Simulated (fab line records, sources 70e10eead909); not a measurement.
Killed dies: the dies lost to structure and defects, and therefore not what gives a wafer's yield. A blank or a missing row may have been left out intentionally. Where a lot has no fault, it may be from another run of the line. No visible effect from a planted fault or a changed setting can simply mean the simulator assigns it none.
fab line records | flow nand_harc
record: lots: 11 | wafers: 33 | last_day: 33
route steps=1302 shown A_CONTACT@1040 END@1302
lots untouched by any fault: they come from a run of this same line in which no faults occurred
start_h: start of the lot's first displayed wafer, in hours after the record's first day | wait_h: hours elapsed since this lot's preceding step | " identical to the entry in the row above | L1.1+2: one row covering several wafers at once | - no value present, or no start provided | * or withheld: withheld | < > ~ a bound
route shown NAME@n: a module of which the file shows steps, and the number in the route of the first | usual: mean/standard deviation taken from wafers without a fault | same: alike in all rows | chamber/n: place in a boat | sites: each site's reading | _std_site: standard deviation of those values | _edge_site: the outer-site mean with the inner-site mean subtracted | radius_mm: how far each site lies from the wafer's centre | mask NAME#n: copy n | behind: the most recent tool/chamber to have shaped the wafer | hold: why the lot was held/for how many hours/how that ended | device: the transistor (n, p or np) that didn't switch | end of line: at the end of the route, the tests of the same wafers | for a step that has no rows: nothing shown but its recipe | killed: at the first sort, the dies lost to defects and structure; wafer yield is something else | map: a wafer's dies, x killed, . not, _ none there
set.NAME: the setting that was run; set.NAME@STEP: the one run at that earlier step | model.NAME: the simulator's own value behind a step, which no gauge read
a sample of lots followed through the steps of the route, with each step as a table and each wafer as a row
services: the hour from which a tool's chamber was out of use, counted from the record's first day as start_h (under 0 if before that day), plus the number of hours and why
== steps ==
step: NHARC_A_CONTACT_OVL_MEAS_70
usual: overlay_x_nm: 0.1/0.9 | overlay_y_nm: 0.1/0.74
lot.wafer | tool       | chamber | start_h | wait_h | overlay_x_nm | overlay_y_nm
L757.2    | overlay-01 | -       | 520.77  | -      | 0.5          | 0.2
L757.4    | "          | -       | "       | "      | 0.0          | 0.1
L757.5    | "          | -       | "       | "      | 0.6          | 0.0
L760.1    | overlay-01 | -       | 534.81  | -      | -0.6         | 0.5
L760.3    | "          | -       | "       | "      | -0.3         | 1.4
L760.4    | "          | -       | "       | "      | -0.4         | 1.3
L761.1    | overlay-01 | -       | 552.35  | -      | -0.6         | 1.1
L761.2    | "          | -       | "       | "      | -0.4         | 1.6
L761.3    | "          | -       | "       | "      | -0.6         | 1.0
L769.3    | overlay-02 | -       | 621.59  | -      | 0.6          | 0.9
L769.5    | "          | -       | "       | "      | 1.0          | 1.2
L769.6    | "          | -       | "       | "      | 0.8          | 0.5
L770.1    | overlay-02 | -       | 643.54  | -      | -0.2         | -0.4
L770.3    | "          | -       | "       | "      | -0.7         | -0.5
L770.6    | "          | -       | "       | "      | -0.5         | -0.1
L771.1    | overlay-01 | -       | 649.08  | -      | -0.5         | -0.8
L771.4    | "          | -       | "       | "      | -1.2         | -1.8
L771.5    | "          | -       | "       | "      | -0.5         | -1.5
L772.2    | overlay-01 | -       | 653.40  | -      | 1.6          | -0.2
L772.3    | "          | -       | "       | "      | 1.5          | -0.7
L772.6    | "          | -       | "       | "      | 1.5          | -0.5
L773.3    | overlay-01 | -       | 677.66  | -      | 0.3          | 0.4
L773.4    | "          | -       | "       | "      | 1.1          | 1.0
L773.5    | "          | -       | "       | "      | 0.3          | 0.9
L778.2    | overlay-02 | -       | 710.44  | -      | 0.8          | 0.3
L778.3    | "          | -       | "       | "      | 1.1          | 0.5
L778.4    | "          | -       | "       | "      | 1.2          | 0.9
L777.2    | overlay-01 | -       | 713.02  | -      | 0.4          | 0.7
L777.4    | "          | -       | "       | "      | 0.7          | 1.2
L777.5    | "          | -       | "       | "      | 1.4          | 0.9
L779.2    | overlay-01 | -       | 727.76  | -      | 0.3          | 0.2
L779.3    | "          | -       | "       | "      | 0.4          | -0.6
L779.6    | "          | -       | "       | "      | 0.3          | 0.0
step: NHARC_A_CONTACT_DESCUM_74
recipe: time_s: 3 | o2_flow_sccm: 200 | ar_flow_sccm: 0 | bias_power_w: 0 | chemistry: O2
usual: drypump_motor_current_A: 5.6/0.34 | o2_flow_sccm: 200.0/0.53 | oes_product_au: 0.996/0.01 | rf_vpp_V: 57.7/0.93 | showerhead_plenum_p_Torr: 1.91/0.081 | throttle_valve_pct: 11.311/0.0085
lot.wafer | tool        | chamber | start_h | wait_h | drypump_motor_current_A | o2_flow_sccm | oes_product_au | rf_hours_counter_h | rf_vpp_V | showerhead_plenum_p_Torr | throttle_valve_pct
L757.2    | rie_diel-06 | 0       | 520.87  | 0.1    | 5.2                     | 200.5        | 1.011          | 8                  | 57.6     | 1.83                     | 11.314
L757.4    | "           | 2       | "       | "      | 6.2                     | 198.7        | 0.990          | 6                  | 57.8     | 1.91                     | 11.300
L757.5    | "           | 0       | "       | "      | 5.2                     | 199.2        | 1.015          | -                  | 56.7     | 1.83                     | 11.317
L760.3    | rie_diel-01 | 3       | 534.91  | 0.1    | 6.1                     | 200.0        | 0.995          | 50                 | 58.8     | 2.02                     | 11.312
L760.1    | "           | 0       | "       | "      | 5.4                     | 200.3        | 1.011          | 51                 | 58.2     | 2.04                     | 11.312
L760.4    | "           | 2       | "       | "      | 5.5                     | 200.1        | 1.021          | 52                 | 57.3     | 1.88                     | 11.307
L761.1    | rie_diel-06 | 1       | 552.45  | 0.1    | 5.5                     | 199.7        | 0.988          | 24                 | 58.8     | 2.07                     | 11.331
L761.3    | "           | 2       | "       | "      | 6.2                     | 199.7        | 0.979          | 21                 | 58.9     | 1.91                     | 11.318
L761.2    | "           | 3       | "       | "      | 5.3                     | 200.5        | 0.983          | 22                 | 57.2     | 1.89                     | 11.321
L769.3    | rie_diel-04 | 1       | 621.69  | 0.1    | 5.6                     | 199.9        | 0.995          | 14                 | 56.3     | 1.83                     | 11.306
L769.5    | "           | 1       | "       | "      | 5.6                     | 199.8        | 1.010          | -                  | 57.4     | 1.83                     | 11.314
L769.6    | "           | 2       | "       | "      | 5.7                     | 200.7        | 0.995          | -                  | 59.0     | 2.00                     | 11.326
L770.1    | rie_diel-06 | 2       | 643.65  | 0.1    | 6.2                     | 199.8        | 1.008          | 51                 | 57.1     | 1.90                     | 11.305
L770.3    | "           | 3       | "       | "      | 5.3                     | 200.1        | 0.990          | 56                 | 57.6     | 1.88                     | 11.317
L770.6    | "           | 0       | "       | "      | 5.3                     | 200.8        | 1.002          | -                  | 58.7     | 1.81                     | 11.320
L771.4    | rie_diel-04 | 0       | 649.18  | 0.1    | 5.1                     | 200.0        | 1.000          | 20                 | 56.4     | 1.84                     | 11.306
L771.1    | "           | 1       | "       | "      | 5.6                     | 199.7        | 1.000          | 18                 | 58.3     | 1.83                     | 11.319
L771.5    | "           | 1       | "       | "      | 5.6                     | 200.3        | 1.002          | -                  | 57.9     | 1.83                     | 11.330
L772.2    | rie_diel-01 | 1       | 653.50  | 0.1    | 6.0                     | 200.9        | 0.977          | 32                 | 56.4     | 1.91                     | 11.311
L772.3    | "           | 3       | "       | "      | 6.1                     | 199.2        | 0.996          | 28                 | 57.5     | 2.01                     | 11.308
L772.6    | "           | 1       | "       | "      | 6.0                     | 200.1        | 0.984          | -                  | 58.3     | 1.91                     | 11.311
L773.3    | rie_diel-04 | 1       | 677.77  | 0.1    | 5.6                     | 200.1        | 0.993          | 22                 | 58.3     | 1.82                     | 11.303
L773.5    | "           | 1       | "       | "      | 5.6                     | 200.6        | 0.996          | -                  | 57.9     | 1.82                     | 11.315
L773.4    | "           | 2       | "       | "      | 5.7                     | 200.3        | 0.987          | -                  | 58.7     | 2.00                     | 11.303
L778.3    | rie_diel-01 | 3       | 710.54  | 0.1    | 6.1                     | 200.0        | 0.983          | 43                 | 58.2     | 2.01                     | 11.311
L778.2    | "           | 0       | "       | "      | 5.4                     | 200.0        | 0.988          | 46                 | 61.0     | 2.02                     | 11.305
L778.4    | "           | 2       | "       | "      | 5.5                     | 200.3        | 0.977          | 49                 | 57.9     | 1.86                     | 11.301
L777.4    | rie_diel-01 | 1       | 713.11  | 0.1    | 6.0                     | 199.7        | 0.966          | 52                 | 57.9     | 1.90                     | 11.318
L777.2    | "           | 0       | "       | "      | 5.4                     | 199.5        | 0.994          | 47                 | 59.7     | 2.02                     | 11.313
L777.5    | "           | 2       | "       | "      | 5.5                     | 199.1        | 0.981          | -                  | 56.3     | 1.86                     | 11.309
L779.3    | rie_diel-06 | 1       | 727.88  | 0.1    | 5.6                     | 199.9        | 1.018          | 18                 | 58.3     | 2.05                     | 11.322
L779.2    | "           | 2       | "       | "      | 6.3                     | 200.9        | 0.990          | 18                 | 58.9     | 1.89                     | 11.310
L779.6    | "           | 3       | "       | "      | 5.3                     | 200.8        | 1.000          | -                  | 56.7     | 1.87                     | 11.298
step: NHARC_A_CONTACT_ETCH_75
recipe: target_depth_a: 390 | over_etch_frac: 0.3 | time_s: 65 | ion_energy_ev: 80 | cf4_flow_sccm: 150 | ar_flow_sccm: 0 | rf_w: 300 | bias_w: 100 | chemistry: CF4
usual: bias_w: 100.0/0.33 | cf4_flow_sccm: 150.0/0.47 | drypump_motor_current_A: 5.6/0.35 | oes_product_au: 0.996/0.0095 | rf_vpp_V: 151.4/1.2 | showerhead_plenum_p_Torr: 1.77/0.068 | throttle_valve_pct: 13.284/0.0089
lot.wafer | tool        | chamber | start_h | wait_h | bias_w | cf4_flow_sccm | drypump_motor_current_A | oes_product_au | rf_hours_counter_h | rf_vpp_V | showerhead_plenum_p_Torr | throttle_valve_pct
L757.4    | rie_diel-06 | 2       | 520.95  | 0.1    | 99.8   | 149.1         | 6.2                     | 1.006          | 7                  | 152.1    | 1.77                     | 13.284
L757.2    | "           | 0       | "       | "      | 99.6   | 150.2         | 5.2                     | 1.017          | 8                  | 150.8    | 1.70                     | 13.281
L757.5    | "           | 3       | "       | "      | 100.3  | 150.0         | 5.3                     | 1.000          | -                  | 150.9    | 1.75                     | 13.263
L760.3    | rie_diel-01 | 3       | 535.00  | 0.1    | 99.9   | 149.5         | 6.1                     | 0.991          | 50                 | 151.8    | 1.86                     | 13.287
L760.4    | "           | 0       | "       | "      | 99.5   | 150.4         | 5.4                     | 0.991          | 51                 | 152.9    | 1.88                     | 13.279
L760.1    | "           | 1       | "       | "      | 100.4  | 150.8         | 6.0                     | 0.994          | 40                 | 150.8    | 1.78                     | 13.286
L761.3    | rie_diel-06 | 2       | 552.53  | 0.1    | 100.7  | 149.8         | 6.2                     | 0.993          | 21                 | 151.4    | 1.77                     | 13.284
L761.1    | "           | 3       | "       | "      | 99.8   | 149.9         | 5.3                     | 0.998          | 22                 | 151.6    | 1.75                     | 13.278
L761.2    | "           | 0       | "       | "      | 99.9   | 149.9         | 5.2                     | 1.018          | 25                 | 150.8    | 1.69                     | 13.285
L769.3    | rie_diel-04 | 1       | 621.78  | 0.1    | 100.3  | 149.9         | 5.6                     | 0.992          | 14                 | 148.7    | 1.69                     | 13.278
L769.5    | "           | 0       | "       | "      | 100.3  | 149.5         | 5.1                     | 0.998          | -                  | 150.5    | 1.71                     | 13.280
L769.6    | "           | 1       | "       | "      | 99.8   | 150.0         | 5.6                     | 0.983          | -                  | 150.5    | 1.69                     | 13.275
L770.3    | rie_diel-06 | 0       | 643.74  | 0.1    | 99.6   | 149.5         | 5.3                     | 1.003          | 57                 | 150.9    | 1.68                     | 13.278
L770.1    | "           | 2       | "       | "      | 99.9   | 149.8         | 6.2                     | 1.001          | 51                 | 152.4    | 1.76                     | 13.284
L770.6    | "           | 2       | "       | "      | 99.7   | 149.4         | 6.3                     | 0.996          | -                  | 151.7    | 1.76                     | 13.275
L771.1    | rie_diel-04 | 1       | 649.27  | 0.1    | 100.1  | 149.7         | 5.6                     | 0.991          | 18                 | 149.1    | 1.69                     | 13.284
L771.4    | "           | 3       | "       | "      | 100.2  | 149.4         | 5.8                     | 0.996          | 20                 | 151.0    | 1.73                     | 13.286
L771.5    | "           | 0       | "       | "      | 99.7   | 150.1         | 5.1                     | 1.000          | -                  | 149.1    | 1.71                     | 13.288
L772.2    | rie_diel-01 | 3       | 653.59  | 0.1    | 99.8   | 150.2         | 6.1                     | 0.997          | 28                 | 151.4    | 1.85                     | 13.280
L772.3    | "           | 0       | "       | "      | 100.2  | 150.4         | 5.4                     | 1.000          | 30                 | 153.8    | 1.87                     | 13.291
L772.6    | "           | 2       | "       | "      | 100.1  | 150.5         | 5.5                     | 0.988          | -                  | 151.1    | 1.73                     | 13.299
L773.3    | rie_diel-04 | 1       | 677.88  | 0.1    | 99.5   | 150.3         | 5.6                     | 0.979          | 22                 | 150.1    | 1.69                     | 13.289
L773.4    | "           | 2       | "       | "      | 100.6  | 150.8         | 5.7                     | 0.979          | -                  | 153.3    | 1.85                     | 13.294
L773.5    | "           | 1       | "       | "      | 99.7   | 149.8         | 5.6                     | 0.980          | -                  | 149.7    | 1.69                     | 13.266
L778.3    | rie_diel-01 | 1       | 710.63  | 0.1    | 100.0  | 150.5         | 6.0                     | 0.973          | 51                 | 151.0    | 1.76                     | 13.281
L778.2    | "           | 2       | "       | "      | 100.5  | 150.0         | 5.5                     | 0.985          | 49                 | 150.6    | 1.72                     | 13.284
L778.4    | "           | 3       | "       | "      | 100.2  | 149.6         | 6.1                     | 0.980          | 43                 | 152.0    | 1.85                     | 13.292
L777.4    | rie_diel-01 | 1       | 713.21  | 0.1    | 100.0  | 149.2         | 6.0                     | 0.986          | 52                 | 152.9    | 1.76                     | 13.277
L777.2    | "           | 2       | "       | "      | 99.5   | 150.0         | 5.5                     | 0.990          | 50                 | 150.9    | 1.72                     | 13.273
L777.5    | "           | 1       | "       | "      | 99.8   | 149.5         | 6.0                     | 0.974          | -                  | 151.5    | 1.76                     | 13.302
L779.3    | rie_diel-06 | 1       | 727.95  | 0.1    | 100.0  | 150.3         | 5.6                     | 1.004          | 18                 | 152.4    | 1.89                     | 13.281
L779.2    | "           | 3       | "       | "      | 100.5  | 150.2         | 5.2                     | 1.002          | 18                 | 149.6    | 1.74                     | 13.286
L779.6    | "           | 0       | "       | "      | 100.1  | 150.0         | 5.2                     | 1.003          | -                  | 151.6    | 1.68                     | 13.313
step: NHARC_A_CONTACT_ETCH_129
recipe: source_w: withheld | pressure_mtorr: 20 | bias_v: 3000 | time_s: 197 | target_depth_a: 19180 | ar_flow_sccm: withheld | c4f8_flow_sccm: withheld | o2_flow_sccm: withheld | chemistry: C4F8/O2/Ar
usual: chamber_pressure_mTorr: 20.001/0.016 | oes_air_line_au: 1.003/0.021
lot.wafer | tool            | chamber | start_h | wait_h | chamber_pressure_mTorr | oes_air_line_au | rf_hours_counter_h
L757.2    | har_cap_etch-02 | 0       | 523.34  | 0.1    | 20.012                 | 0.979           | 91
L757.4    | "               | 1       | "       | "      | 19.996                 | 0.975           | -
L757.5    | "               | 1       | "       | "      | 19.990                 | 0.985           | -
L760.1    | har_cap_etch-02 | 1       | 537.36  | 0.1    | -                      | -               | -
L760.4    | "               | 1       | "       | "      | -                      | -               | -
L760.3    | "               | 0       | "       | "      | -                      | -               | -
L761.1    | har_cap_etch-02 | 1       | 554.89  | 0.1    | -                      | -               | -
L761.2    | "               | 0       | "       | "      | -                      | -               | -
L761.3    | "               | 0       | "       | "      | -                      | -               | -
L769.3    | har_cap_etch-02 | 1       | 624.22  | 0.1    | 20.022                 | 1.010           | -
L769.5    | "               | 0       | "       | "      | 20.001                 | 1.012           | -
L769.6    | "               | 1       | "       | "      | 20.025                 | 0.979           | -
L770.1    | har_cap_etch-03 | 0       | 646.40  | 0.1    | 19.996                 | 0.973           | 69
L770.3    | "               | 0       | "       | "      | 20.001                 | 1.006           | -
L770.6    | "               | 1       | "       | "      | 19.989                 | 0.990           | -
L771.1    | har_cap_etch-01 | 0       | 651.64  | 0.1    | 19.998                 | 1.014           | 26
L771.4    | "               | 1       | "       | "      | 20.013                 | 1.029           | -
L771.5    | "               | 1       | "       | "      | 19.973                 | 1.046           | -
L772.2    | har_cap_etch-02 | 1       | 656.23  | 0.1    | 20.005                 | 0.996           | 116
L772.3    | "               | 1       | "       | "      | 19.999                 | 1.020           | -
L772.6    | "               | 0       | "       | "      | 20.003                 | 0.996           | -
L773.3    | har_cap_etch-03 | 0       | 680.57  | 0.1    | 20.001                 | 0.975           | -
L773.4    | "               | 1       | "       | "      | 19.994                 | 1.024           | -
L773.5    | "               | 1       | "       | "      | 20.018                 | 1.021           | -
L778.2    | har_cap_etch-02 | 0       | 713.00  | 0.1    | 20.001                 | 0.974           | 128
L778.3    | "               | 0       | "       | "      | 19.980                 | 0.999           | -
L778.4    | "               | 1       | "       | "      | 19.993                 | 0.989           | -
L777.2    | har_cap_etch-01 | 0       | 715.85  | 0.2    | 19.984                 | 1.004           | 39
L777.4    | "               | 1       | "       | "      | 19.980                 | 1.013           | -
L777.5    | "               | 1       | "       | "      | 20.014                 | 0.992           | -
L779.2    | har_cap_etch-02 | 0       | 730.34  | 0.1    | 19.979                 | 1.028           | 131
L779.3    | "               | 1       | "       | "      | 20.008                 | 1.044           | -
L779.6    | "               | 1       | "       | "      | 20.010                 | 1.005           | -
step: NHARC_END_SORT_01
recipe: temp_c: 25
usual: killed_at_array: 55/19 | killed_at_other: 0.8/1.1 | killed_at_periphery: 4.0/2.6 | killed_dies: 60/20 | killed_open: 3.4/1.7 | killed_short: 2.6/1.5
same: gross_dies: 677
lot.wafer | tool      | chamber | start_h | wait_h | killed_at_array | killed_at_other | killed_at_periphery | killed_dies | killed_open | killed_short
L760.1    | prober-01 | 0       | 592.00  | 2.5    | 671             | 0               | 6                   | 677         | 3           | 0
L760.3    | prober-01 | 0       | 593.58  | 3.1    | 673             | 0               | 4                   | 677         | 4           | 2
L760.4    | prober-01 | 0       | 594.37  | 3.4    | 672             | 1               | 4                   | 677         | 3           | 1
L761.1    | prober-02 | 0       | 618.20  | 2.5    | 673             | 0               | 4                   | 677         | 3           | 5
L761.2    | prober-02 | 0       | 618.99  | 2.8    | 670             | 0               | 7                   | 677         | 9           | 4
L761.3    | prober-02 | 0       | 619.79  | 3.1    | 675             | 0               | 2                   | 677         | 1           | 1
L769.3    | prober-01 | 0       | 684.05  | 3.1    | 55              | 0               | 4                   | 59          | 5           | 3
L769.5    | prober-01 | 0       | 685.66  | 3.7    | 60              | 1               | 0                   | 61          | 3           | 2
L769.6    | prober-01 | 0       | 686.47  | 4.0    | 60              | 0               | 4                   | 64          | 2           | 2
L771.1    | prober-01 | 0       | 710.11  | 2.5    | 44              | 0               | 7                   | 51          | 2           | 3
L771.4    | prober-01 | 0       | 712.52  | 3.4    | 47              | 0               | 1                   | 48          | 2           | 1
L771.5    | prober-01 | 0       | 713.32  | 3.7    | 37              | 0               | 2                   | 39          | 2           | 3
L772.2    | prober-02 | 0       | 715.93  | 2.8    | 58              | 5               | 5                   | 68          | 4           | 1
L772.3    | prober-02 | 0       | 716.73  | 3.1    | 62              | 3               | 12                  | 77          | 4           | 1
L772.6    | prober-02 | 0       | 719.12  | 4.0    | 53              | 2               | 7                   | 62          | 5           | 1
L773.4    | prober-02 | 0       | 741.99  | 3.4    | 103             | 1               | 9                   | 113         | 2           | 4
L773.5    | prober-02 | 0       | 742.78  | 3.7    | 96              | 0               | 7                   | 103         | 2           | 3
L778.2    | prober-02 | 0       | 773.95  | 2.8    | 66              | 0               | 3                   | 69          | 1           | 1
L778.3    | prober-02 | 0       | 774.74  | 3.1    | 77              | 0               | 0                   | 77          | 7           | 4
L778.4    | prober-02 | 0       | 775.53  | 3.4    | 63              | 0               | 3                   | 66          | 2           | 3
L777.2    | prober-01 | 0       | 774.01  | 2.8    | 52              | 2               | 3                   | 57          | 3           | 2
L777.4    | prober-01 | 0       | 775.61  | 3.4    | 36              | 2               | 8                   | 46          | 2           | 2
L777.5    | prober-01 | 0       | 776.41  | 3.7    | 56              | 2               | 8                   | 66          | 3           | 5
killed by level:class
L760.1 A_CONTACT:area_etch=604 A_CHANNEL_HOLE_D2:chamber_film_flake=21 A_SLIT:chamber_film_flake=20 A_CHANNEL_HOLE_D1:chamber_film_flake=12 A_STAIRCASE:chamber_film_flake=5 A_CONTACT:chamber_film_flake=5 P_ZERO_WELL:chamber_film_flake=2 P_GATE:chamber_film_flake=2
L760.3 A_CONTACT:area_etch=604 A_CHANNEL_HOLE_D2:chamber_film_flake=22 A_SLIT:chamber_film_flake=19 A_CHANNEL_HOLE_D1:chamber_film_flake=13 A_STAIRCASE:chamber_film_flake=6 P_CONTACT:chamber_film_flake=2 A_DECK1_JOINT:chamber_film_flake=2 A_CONTACT:chamber_film_flake=2
L760.4 A_CONTACT:area_etch=572 A_SLIT:chamber_film_flake=32 A_CHANNEL_HOLE_D2:chamber_film_flake=31 A_CHANNEL_HOLE_D1:chamber_film_flake=26 A_STAIRCASE:chamber_film_flake=6 A_CONTACT:chamber_film_flake=3 P_CONTACT:geometric_particle:open=2 P_STI:geometric_particle:open=1
L761.1 A_CONTACT:area_etch=575 A_SLIT:chamber_film_flake=39 A_CHANNEL_HOLE_D1:chamber_film_flake=33 A_CONTACT:chamber_film_flake=12 P_ZERO_WELL:chamber_film_flake=3 A_CHANNEL_HOLE_D2:chamber_film_flake=3 A_CHANNEL_FILL_D1:geometric_particle:short=2 A_BLC:chamber_film_flake=2
L761.2 A_CONTACT:area_etch=595 A_CHANNEL_HOLE_D1:chamber_film_flake=33 A_SLIT:chamber_film_flake=17 A_CONTACT:chamber_film_flake=6 A_CHANNEL_HOLE_D2:chamber_film_flake=5 A_CHANNEL_FILL_D1:chamber_film_flake=4 A_CHANNEL_FILL_D1:geometric_particle:open=3 P_CONTACT:geometric_particle:open=2
L761.3 A_CONTACT:area_etch=612 A_CHANNEL_HOLE_D1:chamber_film_flake=36 A_SLIT:chamber_film_flake=17 A_CHANNEL_HOLE_D2:chamber_film_flake=6 A_CONTACT:chamber_film_flake=2 A_CHANNEL_FILL_D1:geometric_particle:open=1 A_SGD_CUT:geometric_particle:short=1 P_ZERO_WELL:chamber_film_flake=1
L769.3 A_SLIT:chamber_film_flake=28 A_CHANNEL_HOLE_D2:chamber_film_flake=6 A_STAIRCASE:chamber_film_flake=5 P_M2:chamber_film_flake=3 A_CHANNEL_FILL_D2:chamber_film_flake=3 A_CHANNEL_HOLE_D1:chamber_film_flake=2 A_CONTACT:chamber_film_flake=2 A_ONON_D1:geometric_particle:open=1
L769.5 A_SLIT:chamber_film_flake=27 A_CHANNEL_HOLE_D2:chamber_film_flake=11 A_CHANNEL_HOLE_D1:chamber_film_flake=8 A_STAIRCASE:chamber_film_flake=3 A_WL_FILL:chamber_film_flake=3 A_CONTACT:chamber_film_flake=2 A_ONON_D2:geometric_particle:short=1 A_CHANNEL_FILL_D2:geometric_particle:open=1
L769.6 A_SLIT:chamber_film_flake=33 A_CHANNEL_HOLE_D1:chamber_film_flake=7 A_CHANNEL_HOLE_D2:chamber_film_flake=4 A_STAIRCASE:chamber_film_flake=4 A_WL_FILL:chamber_film_flake=3 A_DECK1_JOINT:chamber_film_flake=2 A_CHANNEL_FILL_D2:chamber_film_flake=2 A_CONTACT:chamber_film_flake=2
L771.1 A_SLIT:chamber_film_flake=21 A_CHANNEL_HOLE_D1:chamber_film_flake=11 P_GATE:chamber_film_flake=3 P_BONDPAD:chamber_film_flake=3 A_CHANNEL_FILL_D2:chamber_film_flake=3 A_STAIRCASE:chamber_film_flake=3 P_STI:geometric_particle:short=1 A_SOURCE_PLATE:geometric_particle:short=1
L771.4 A_SLIT:chamber_film_flake=33 A_CHANNEL_HOLE_D1:chamber_film_flake=5 A_DECK1_JOINT:chamber_film_flake=3 A_CHANNEL_FILL_D2:chamber_film_flake=3 A_DECK1_JOINT:geometric_particle:open=1 A_ONON_D2:geometric_particle:open=1 A_SGD_CUT:geometric_particle:short=1 P_ZERO_WELL:chamber_film_flake=1
L771.5 A_SLIT:chamber_film_flake=22 A_CHANNEL_HOLE_D1:chamber_film_flake=5 A_ONON_D1:geometric_particle:short=2 A_BLC:geometric_particle:open=2 P_GATE:chamber_film_flake=2 A_STAIRCASE:chamber_film_flake=2 A_M0:geometric_particle:short=1 A_DECK1_JOINT:chamber_film_flake=1
L772.2 A_SLIT:chamber_film_flake=29 A_CHANNEL_HOLE_D1:chamber_film_flake=10 A_BONDPAD:chamber_film_flake=7 THIN_TSV:chamber_film_flake=5 P_STI:chamber_film_flake=2 A_CHANNEL_HOLE_D2:chamber_film_flake=2 A_CONTACT:chamber_film_flake=2 P_GATE:geometric_particle:open=1
L772.3 A_SLIT:chamber_film_flake=34 A_CHANNEL_HOLE_D1:chamber_film_flake=9 A_BONDPAD:chamber_film_flake=8 P_STI:chamber_film_flake=6 A_CONTACT:chamber_film_flake=4 THIN_TSV:chamber_film_flake=3 P_M0:geometric_particle:open=2 P_GATE:chamber_film_flake=2
L772.6 A_SLIT:chamber_film_flake=22 A_CHANNEL_HOLE_D1:chamber_film_flake=8 A_CHANNEL_HOLE_D2:chamber_film_flake=7 A_CONTACT:chamber_film_flake=7 P_STI:chamber_film_flake=3 A_CHANNEL_FILL_D2:geometric_particle:open=2 P_GATE:chamber_film_flake=2 P_BONDPAD:chamber_film_flake=2
L773.4 A_CHANNEL_HOLE_D1:chamber_film_flake=30 A_SLIT:chamber_film_flake=28 A_CHANNEL_HOLE_D2:chamber_film_flake=20 A_CONTACT:chamber_film_flake=11 P_GATE:chamber_film_flake=6 A_STAIRCASE:chamber_film_flake=4 A_SGD_CUT:chamber_film_flake=4 A_WL_FILL:chamber_film_flake=2
L773.5 A_CHANNEL_HOLE_D1:chamber_film_flake=28 A_SLIT:chamber_film_flake=27 A_CHANNEL_HOLE_D2:chamber_film_flake=20 A_CONTACT:chamber_film_flake=12 A_STAIRCASE:chamber_film_flake=3 P_M2:chamber_film_flake=2 A_SGD_CUT:chamber_film_flake=2 P_CONTACT:geometric_particle:open=1
L778.2 A_CHANNEL_HOLE_D2:chamber_film_flake=24 A_CONTACT:chamber_film_flake=18 A_CHANNEL_HOLE_D1:chamber_film_flake=10 A_SLIT:chamber_film_flake=6 P_STI:chamber_film_flake=3 A_WL_FILL:chamber_film_flake=3 A_STAIRCASE:chamber_film_flake=2 A_DECK1_JOINT:geometric_particle:short=1
L777.2 A_SLIT:chamber_film_flake=35 A_CONTACT:chamber_film_flake=6 A_ZERO_WELL:chamber_film_flake=3 A_CHANNEL_HOLE_D1:unspecified=3 P_STI:chamber_film_flake=2 THIN_TSV:chamber_film_flake=2 P_M0:geometric_particle:short=1 A_ONON_D2:geometric_particle:short=1
L778.3 A_CHANNEL_HOLE_D2:chamber_film_flake=24 A_CHANNEL_HOLE_D1:chamber_film_flake=14 A_CONTACT:chamber_film_flake=13 A_SLIT:chamber_film_flake=7 A_STAIRCASE:chamber_film_flake=5 A_CHANNEL_FILL_D2:geometric_particle:open=4 A_ONON_D1:geometric_particle:open=2 A_WL_FILL:chamber_film_flake=2
L778.4 A_CHANNEL_HOLE_D2:chamber_film_flake=23 A_CHANNEL_HOLE_D1:chamber_film_flake=10 A_SLIT:chamber_film_flake=9 A_CONTACT:chamber_film_flake=9 A_STAIRCASE:chamber_film_flake=8 P_STI:chamber_film_flake=2 P_CONTACT:geometric_particle:short=1 A_CHANNEL_FILL_D2:geometric_particle:open=1
L777.4 A_SLIT:chamber_film_flake=21 A_CONTACT:chamber_film_flake=9 P_STI:chamber_film_flake=3 P_GATE:chamber_film_flake=3 A_ZERO_WELL:chamber_film_flake=2 A_CHANNEL_HOLE_D1:unspecified=2 THIN_TSV:chamber_film_flake=2 P_CONTACT:geometric_particle:open=1
L777.5 A_SLIT:chamber_film_flake=33 P_GATE:chamber_film_flake=5 A_CONTACT:chamber_film_flake=5 A_ZERO_WELL:chamber_film_flake=4 P_STI:chamber_film_flake=3 A_CHANNEL_HOLE_D1:chamber_film_flake=3 A_CHANNEL_FILL_D1:geometric_particle:short=2 A_STAIRCASE:chamber_film_flake=2
== services ==
tool            | chamber | start_h | hours | kind
har_cap_etch-01 | -       | 497.00  | 17.0  | pm
har_cap_etch-03 | -       | 508.19  | 0.8   | repair
rie_diel-01     | 0       | 513.26  | -     | clean
rie_diel-01     | 1       | 513.26  | -     | clean
rie_diel-01     | 2       | 513.26  | -     | clean
rie_diel-01     | 3       | 513.26  | -     | clean
rie_diel-06     | 0       | 518.27  | -     | clean
rie_diel-06     | 1       | 518.27  | -     | clean
rie_diel-06     | 2       | 518.27  | -     | clean
rie_diel-06     | 3       | 518.27  | -     | clean
rie_diel-04     | -       | 531.96  | 9.0   | pm
rie_diel-01     | 0       | 537.76  | -     | clean
rie_diel-04     | 2       | 553.89  | 3.6   | repair
rie_diel-04     | 2       | 557.75  | 13.7  | repair
rie_diel-01     | -       | 557.82  | 9.0   | pm
rie_diel-04     | 1       | 565.42  | 2.6   | repair
rie_diel-06     | -       | 588.48  | 2.4   | repair
rie_diel-04     | 1       | 591.59  | 3.2   | repair
rie_diel-01     | 0       | 636.26  | 1.2   | repair
rie_diel-06     | 1       | 641.37  | 7.3   | repair
rie_diel-06     | -       | 661.70  | 9.0   | pm
rie_diel-01     | 3       | 664.64  | 4.5   | repair
rie_diel-04     | -       | 708.96  | 9.0   | pm
har_cap_etch-02 | -       | 710.27  | 0.4   | repair
== key ==
first_sign: step: NHARC_A_CONTACT_ETCH_129 | reading: tool_record | direction: missing
effect: step: NHARC_END_SORT_01 | reading: killed_at_array | direction: up | sigmas: 32 | usual: 55 | struck: 672
more_kills_born_at: NHARC_A_CONTACT_ETCH_129@har_cap_etch-02: 3562
met_at NHARC_A_CONTACT_ETCH_129
struck_lots L760,L761
later_rows_left_out L760.1,L760.3,L760.4,L761.1,L761.2,L761.3
tester_left_out L760,L761
not_acting_at NHARC_A_CONTACT_OVL_MEAS_70,NHARC_A_CONTACT_DESCUM_74,NHARC_A_CONTACT_ETCH_75
onset_between 523.34 537.36
fault: kind: skipped_step_whole | tool: har_cap_etch-02 | chamber: - | onset_h: 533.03 | steps: NHARC_A_CONTACT_ETCH_129 | scope: struck_lots_only
tester_left_out: of these lots the tester's yield and bins aren't shown, on N5 and GAA mostly nor the transistor test; their killed dies are dies lost to structure and defects alone, not to doping, threshold or leakage, so they don't give the yield
later_rows_left_out: the simulator's readings of these wafers behind a module that went badly wrong aren't trusted and aren't shown, but for the sort
